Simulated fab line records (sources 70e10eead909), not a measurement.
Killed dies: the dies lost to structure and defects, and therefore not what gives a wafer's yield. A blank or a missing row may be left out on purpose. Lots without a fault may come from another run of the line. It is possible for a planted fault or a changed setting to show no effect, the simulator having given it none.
fab line records	flow nand_harc
record lots=11	wafers=30	last_day=33
route steps=1302 shown A_BLC@1122
lots with no fault: from the same line, run without faults
start_h: start of the lot's first displayed wafer, in hours after the record's first day	wait_h: hours elapsed since this lot's preceding step	" identical to the entry in the row above	L1.1+2: a row that stands for several wafers	- value missing, or start not given	* or withheld: withheld	< > ~ a bound
route shown NAME@n: names a module that has steps shown in the file, with the first one's number in the route	usual: mean/standard deviation taken from wafers without a fault	same: alike in all rows	chamber/n: place in a boat	sites: the reading at each site	_std_site: the values' standard deviation	_edge_site: mean of outer sites minus mean of inner sites	radius_mm: how far each site lies from the wafer's centre	mask NAME#n: copy n	behind: the tool/chamber that last shaped the wafer	hold: why the lot was held/for how many hours/how that ended	device: which transistor (n, p or np) failed to switch	end of line: the route-end tests of the same wafers	a step given without rows: its recipe and nothing more	killed: at the first sort, the dies lost to defects and structure; wafer yield is something else	map: dies across one wafer; x = killed, . = not, _ = none there
set.NAME: the setting the step ran with; set.NAME@STEP: the setting that earlier step ran with	model.NAME: the simulator's own value behind a step, which no gauge read
a sample of lots followed through the steps of the route, with each step as a table and each wafer as a row
services: a tool's chamber out of use, with start hour (start_h, from the record's first day; less than 0 if before it), hours out, and reason
## steps
# step NHARC_A_BLC_ETCH_17
# recipe target_depth_a=3900	over_etch_frac=0.25	time_s=609.38	ion_energy_ev=200	n2_flow_sccm=150	h2_flow_sccm=150	ar_flow_sccm=0	rf_w=400	bias_w=150	chemistry=N2/H2
# usual chamber_pressure_mTorr=30.00/0.03	drypump_motor_current_A=5.8/0.43	n2_flow_sccm=150.0/0.46	oes_product_au=0.997/0.008	rf_fwd_power_W=399.4/1.2	rf_vpp_V=431.4/2	run_length_s=630.7/0.54	showerhead_plenum_p_Torr=2.07/0.069	throttle_valve_pct=14.171/0.0097
lot.wafer	tool	chamber	start_h	wait_h	chamber_pressure_mTorr	drypump_motor_current_A	n2_flow_sccm	oes_product_au	rf_fwd_power_W	rf_hours_counter_h	rf_vpp_V	run_length_s	showerhead_plenum_p_Torr	throttle_valve_pct
L399.1	rie_diel-12	0	545.85	-	30.05	6.0	151.1	0.985	400.2	9	435.3	629.6	2.16	14.174
L399.2	"	1	"	"	29.98	5.1	149.4	0.999	398.4	9	431.3	630.9	2.07	14.171
L399.4	"	2	"	"	30.02	5.3	148.8	0.989	397.3	8	429.8	630.8	2.03	14.178
L398.3	rie_diel-10	2	546.57	-	29.99	6.2	150.5	1.009	400.5	6	431.7	630.2	2.06	14.168
L398.4	"	3	"	"	30.02	6.7	149.6	0.997	400.3	6	429.6	631.2	1.99	14.163
L398.1	"	1	"	"	29.98	5.7	149.8	1.005	397.8	6	434.6	631.2	2.17	14.168
L402.2	rie_diel-12	2	571.38	-	30.00	5.3	150.1	0.992	400.5	10	432.1	631.0	2.03	14.174
L402.3	"	1	"	"	29.97	5.1	149.7	0.997	402.0	11	429.2	630.5	2.07	14.194
L402.5	"	3	"	"	30.05	6.0	150.4	0.994	401.4	-	432.6	630.4	2.13	14.163
L405.1	rie_diel-12	1	601.08	-	30.02	5.1	150.8	1.002	398.9	14	430.9	630.5	2.06	14.177
L405.2	"	3	"	"	30.00	6.0	149.6	0.996	400.3	13	432.1	631.0	2.13	14.157
L405.5	"	0	"	"	30.00	6.0	149.7	0.985	400.6	-	433.5	629.8	2.16	14.169
L406.2	rie_diel-12	3	605.64	-	30.00	5.9	149.0	0.988	400.7	13	432.6	630.7	2.13	14.154
L406.3	"	0	"	"	29.99	6.0	150.4	0.987	398.4	14	434.5	629.8	2.16	14.176
L406.5	"	3	"	"	30.07	5.9	149.2	0.989	399.4	-	432.1	630.7	2.13	14.172
L408.2	rie_diel-03	2	630.20	-	30.04	6.0	150.5	0.990	401.9	53	425.7	630.9	1.91	14.182
L408.3	"	1	"	"	30.02	5.5	150.1	0.996	400.4	55	430.6	630.0	2.02	14.177
L408.6	"	3	"	"	30.00	5.5	149.9	1.004	397.8	-	429.8	630.6	2.01	14.166
L409.2	rie_diel-12	3	638.24	-	30.02	6.0	150.5	1.003	400.5	0	432.9	630.6	2.13	14.183
L409.3	"	1	"	"	29.98	5.1	149.7	1.007	400.4	0	431.0	630.4	2.06	14.184
L409.6	"	2	"	"	30.01	5.3	150.3	0.996	398.7	-	431.0	631.0	2.03	14.187
L415.3	rie_diel-10	2	700.41	-	29.94	6.2	149.4	1.012	398.0	6	430.6	630.4	2.05	14.152
L415.6	"	1	"	"	29.99	5.7	149.8	1.005	399.1	-	433.8	631.4	2.17	14.175
L415.5	"	2	"	"	29.98	6.2	150.1	1.006	399.4	-	430.3	630.1	2.05	14.172
L418.4	rie_diel-12	2	706.99	-	29.95	5.4	149.7	1.000	398.2	6	430.3	936.6	2.03	14.179
L418.3	"	1	"	"	29.99	5.1	149.9	0.997	397.8	6	430.4	936.5	2.06	14.163
L417.4	rie_diel-12	1	715.09	-	29.97	5.1	150.3	0.999	399.2	8	431.1	936.1	2.06	14.165
L417.6	"	0	"	"	30.02	5.9	150.1	0.991	398.8	-	433.9	629.7	2.15	14.197
L419.4	rie_diel-12	2	734.93	-	29.98	5.3	150.2	1.005	400.8	9	430.4	936.2	2.03	14.169
L419.2	"	3	"	"	30.03	5.9	150.4	0.981	398.1	9	432.4	630.7	2.12	14.168
# step NHARC_A_BLC_CD_MEAS_19
# usual cd_nm=100.0/1.6
lot.wafer	tool	chamber	start_h	wait_h	cd_nm
L399.1	cd_sem-03	-	546.60	-	101.6
L399.2	"	-	"	"	96.3
L399.4	"	-	"	"	98.8
L398.1	cd_sem-03	-	547.36	-	100.9
L398.3	"	-	"	"	101.3
L398.4	"	-	"	"	100.2
L402.2	cd_sem-01	-	572.17	-	101.7
L402.3	"	-	"	"	98.5
L402.5	"	-	"	"	103.0
L405.1	cd_sem-01	-	602.15	-	101.5
L405.2	"	-	"	"	98.7
L405.5	"	-	"	"	102.5
L406.2	cd_sem-02	-	606.42	-	99.8
L406.3	"	-	"	"	101.2
L406.5	"	-	"	"	99.5
L408.2	cd_sem-01	-	630.98	-	100.4
L408.3	"	-	"	"	99.5
L408.6	"	-	"	"	99.5
L409.2	cd_sem-03	-	638.99	-	100.2
L409.3	"	-	"	"	100.3
L409.6	"	-	"	"	101.5
L415.3	cd_sem-01	-	701.17	-	104.2
L415.5	"	-	"	"	101.6
L415.6	"	-	"	"	102.8
L418.3	cd_sem-02	-	707.79	-	91.6
L418.4	"	-	"	"	93.8
L417.4	cd_sem-02	-	715.80	-	92.9
L417.6	"	-	"	"	100.5
L419.2	cd_sem-02	-	735.68	-	96.9
L419.4	"	-	"	"	95.2
# step NHARC_A_BLC_STRIP_21
# recipe o2_flow_sccm=500	ar_flow_sccm=0	bias_w=0	chemistry=O2
# usual chamber_pressure_mTorr=60.00/0.055	drypump_motor_current_A=5.8/0.43	oes_product_au=0.997/0.0086	rf_vpp_V=57.9/0.8	showerhead_plenum_p_Torr=3.57/0.11	throttle_valve_pct=17.035/0.0089
lot.wafer	tool	chamber	start_h	wait_h	chamber_pressure_mTorr	drypump_motor_current_A	oes_product_au	rf_hours_counter_h	rf_vpp_V	showerhead_plenum_p_Torr	throttle_valve_pct
L399.4	rie_diel-12	0	546.79	0.1	60.08	6.0	0.990	9	57.4	3.71	17.047
L399.2	"	2	"	"	60.02	5.3	0.986	8	58.3	3.52	17.041
L399.1	"	3	"	"	59.96	6.0	0.990	7	58.1	3.67	17.037
L398.3	rie_diel-03	3	547.54	0.1	60.04	5.6	0.996	27	58.5	3.50	17.028
L398.1	"	0	"	"	60.04	5.8	1.012	26	56.8	3.41	17.022
L398.4	"	2	"	"	59.95	6.1	0.978	24	57.7	3.35	17.020
L402.3	rie_diel-03	2	572.36	0.1	59.93	6.1	0.995	32	56.8	3.34	17.029
L402.2	"	0	"	"	59.98	5.8	1.009	30	58.0	3.41	17.050
L402.5	"	1	"	"	60.03	5.4	0.982	-	58.3	3.50	17.042
L405.2	rie_diel-12	3	602.35	0.1	59.96	6.0	0.982	13	57.5	3.66	17.046
L405.1	"	0	"	"	60.02	6.0	0.992	14	58.0	3.71	17.038
L405.5	"	1	"	"	60.05	5.1	1.004	-	57.1	3.57	17.044
L406.3	rie_diel-10	1	606.60	0.1	60.06	5.7	0.996	0	57.5	3.74	17.037
L406.2	"	3	"	"	59.99	6.7	0.993	0	57.4	3.45	17.035
L406.5	"	1	"	"	60.02	5.7	1.003	-	58.2	3.74	17.023
L408.3	rie_diel-10	0	631.17	0.1	60.01	5.8	0.999	2	58.4	3.50	17.037
L408.2	"	1	"	"	59.94	5.7	1.004	2	60.2	3.74	17.034
L408.6	"	0	"	"	59.99	5.7	1.004	-	56.0	3.50	17.028
L409.3	rie_diel-10	2	639.18	0.1	60.01	6.2	0.991	2	58.5	3.55	17.025
L409.2	"	0	"	"	60.05	5.7	1.012	3	58.7	3.50	17.059
L409.6	"	1	"	"	60.02	5.7	1.006	-	58.6	3.74	17.043
L415.3	rie_diel-12	0	701.34	0.1	59.95	6.0	0.992	5	57.7	3.71	17.017
L415.6	"	0	"	"	60.00	6.0	0.992	-	56.8	3.71	17.029
L415.5	"	1	"	"	60.03	5.1	0.998	-	57.9	3.56	17.026
L418.3	rie_diel-03	0	707.99	0.1	59.95	5.8	1.008	20	57.9	3.39	17.045
L418.4	"	1	"	"	60.02	5.4	1.001	25	57.6	3.48	17.042
L417.4	rie_diel-10	3	716.00	0.1	60.03	6.7	1.003	6	58.9	3.44	17.046
L417.6	"	0	"	"	59.96	5.7	0.992	-	58.5	3.49	17.024
L419.4	rie_diel-10	0	735.86	0.1	59.99	5.7	0.998	10	58.0	3.49	17.032
L419.2	"	2	"	"	59.99	6.2	1.008	9	58.2	3.55	17.033
# step NHARC_A_BLC_DEGAS_30
# recipe temp_c=300	time_s=60
# usual heater_power_w=450/31	susceptor_temp_C=300.02/0.2
# same time_s=60
lot.wafer	tool	chamber	start_h	wait_h	heater_power_w	susceptor_temp_C
L399.4	pvd_sputter-03	-	547.21	-	425	300.06
L399.1	"	-	"	"	460	300.05
L399.2	"	-	"	"	499	300.06
L398.3	pvd_sputter-01	-	547.97	-	458	299.68
L398.1	"	-	"	"	495	300.18
L398.4	"	-	"	"	405	299.97
L402.3	pvd_sputter-01	-	572.77	-	408	300.09
L402.2	"	-	"	"	495	300.10
L402.5	"	-	"	"	401	299.72
L405.1	pvd_sputter-02	-	602.75	-	415	300.31
L405.2	"	-	"	"	453	300.33
L405.5	"	-	"	"	425	300.33
L406.3	pvd_sputter-02	-	607.04	-	447	299.84
L406.2	"	-	"	"	454	300.26
L406.5	"	-	"	"	454	300.05
L408.2	pvd_sputter-03	-	631.59	-	479	300.01
L408.3	"	-	"	"	496	299.94
L408.6	"	-	"	"	436	300.03
L409.3	pvd_sputter-03	-	639.59	-	419	299.83
L409.2	"	-	"	"	472	299.87
L409.6	"	-	"	"	441	300.01
L415.3	pvd_sputter-03	-	701.79	-	463	299.77
L415.6	"	-	"	"	464	300.16
L415.5	"	-	"	"	508	300.33
L418.4	pvd_sputter-02	-	708.40	-	444	299.60
L418.3	"	-	"	"	427	299.84
L417.4	pvd_sputter-02	-	716.41	-	457	300.12
L417.6	"	-	"	"	476	299.95
L419.4	pvd_sputter-01	-	736.33	-	410	299.98
L419.2	"	-	"	"	470	299.79
# step NHARC_A_BLC_ALD_23
# recipe target_thk_a=30	pulse_time_s=1	ald_cycles=150	temp_c=450	material=TiN
# usual heater_power_w=1107/85	precursor_pulse_height_rel=0.997/0.02	susceptor_temp_C=449.98/0.23
lot.wafer	tool	chamber	start_h	wait_h	heater_power_w	precursor_pulse_height_rel	susceptor_temp_C
L399.1	ald_metal-03	3	547.46	-	1150	1.009	450.18
L399.4	"	0	"	"	998	1.002	449.80
L399.2	"	2	"	"	1250	1.012	449.60
L398.4	ald_metal-04	1	548.22	-	1046	0.992	-
L398.1	"	2	"	"	1042	0.977	-
L398.3	"	3	"	"	1075	1.010	-
L402.3	ald_metal-04	1	573.01	-	1052	0.969	450.01
L402.2	"	0	"	"	1127	1.008	450.05
L402.5	"	2	"	"	1063	0.994	450.03
L405.1	ald_metal-01	0	603.03	-	1017	0.972	450.00
L405.2	"	2	"	"	1134	0.995	450.24
L405.5	"	3	"	"	1133	0.990	450.04
L406.2	ald_metal-04	3	607.28	-	1071	1.050	450.13
L406.3	"	0	"	"	1118	0.989	449.65
L406.5	"	3	"	"	1061	0.962	450.27
L408.2	ald_metal-03	1	631.83	-	1052	0.996	450.13
L408.3	"	0	"	"	975	0.989	450.12
L408.6	"	3	"	"	1178	0.985	450.17
L409.2	ald_metal-01	0	639.87	-	988	0.977	450.21
L409.3	"	1	"	"	1260	0.948	450.20
L409.6	"	3	"	"	1157	1.015	450.05
L415.3	ald_metal-04	3	702.07	-	1070	1.040	450.02
L415.5	"	0	"	"	1122	0.993	449.82
L415.6	"	1	"	"	1052	0.990	449.80
L418.3	ald_metal-04	0	708.64	-	1155	0.988	449.68
L418.4	"	1	"	"	1035	1.011	450.18
L417.4	ald_metal-01	2	716.68	-	1114	1.029	450.29
L417.6	"	0	"	"	964	0.965	449.96
L419.2	ald_metal-03	0	736.58	-	981	0.997	450.09
L419.4	"	2	"	"	1227	0.971	449.71
## services
tool	chamber	start_h	hours	kind
pvd_sputter-03	-	526.00	10.0	pm
ald_metal-04	3	539.67	7.0	repair
pvd_sputter-03	-	543.86	1.6	repair
rie_diel-03	0	553.36	10.5	repair
ald_metal-04	0	566.42	4.6	repair
rie_diel-03	3	575.73	3.7	repair
rie_diel-10	-	596.59	9.0	pm
ald_metal-04	-	602.49	0.7	repair
pvd_sputter-03	-	609.33	1.4	repair
pvd_sputter-02	-	616.27	0.8	repair
rie_diel-12	-	622.69	9.0	pm
rie_diel-03	-	635.49	9.0	pm
pvd_sputter-02	-	638.18	10.0	pm
ald_metal-04	-	652.00	10.0	pm
rie_diel-03	0	655.64	12.1	repair
rie_diel-03	3	657.69	11.8	repair
pvd_sputter-03	-	664.78	0.7	repair
rie_diel-10	2	665.03	3.1	repair
rie_diel-10	3	676.25	7.9	repair
pvd_sputter-03	-	704.00	10.0	pm
rie_diel-03	3	721.07	5.0	repair
ald_metal-04	0	721.94	4.5	repair
pvd_sputter-03	-	724.65	1.8	repair
ald_metal-04	2	724.85	5.9	repair
## key
first_sign step=NHARC_A_BLC_ETCH_17	reading=run_length_s	direction=up	sigmas=99+	usual=*	struck=*
effect step=NHARC_A_BLC_CD_MEAS_19	reading=cd_nm	direction=down	sigmas=4.3	usual=100.0	struck=93.4
met_at NHARC_A_BLC_ETCH_17
struck_lots L417,L418,L419
struck_wafers L417.4,L418.3,L418.4,L419.4
tester_left_out L417,L418,L419
not_acting_at NHARC_A_BLC_STRIP_21,NHARC_A_BLC_DEGAS_30,NHARC_A_BLC_ALD_23
onset_between 638.24 706.99
fault kind=process_parameter_drift	tool=rie_diel-12	chamber=-	onset_h=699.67	steps=NHARC_A_BLC_ETCH_17	channel=time_s	offset=*	shape=step	end_h=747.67	scope=struck_wafers_only	acts_in=*	stated=*
# tester_left_out: of these lots the tester's yield and bins aren't shown, on N5 and GAA mostly nor the transistor test; their killed dies are dies lost to structure and defects alone, not to doping, threshold or leakage, so they don't give the yield
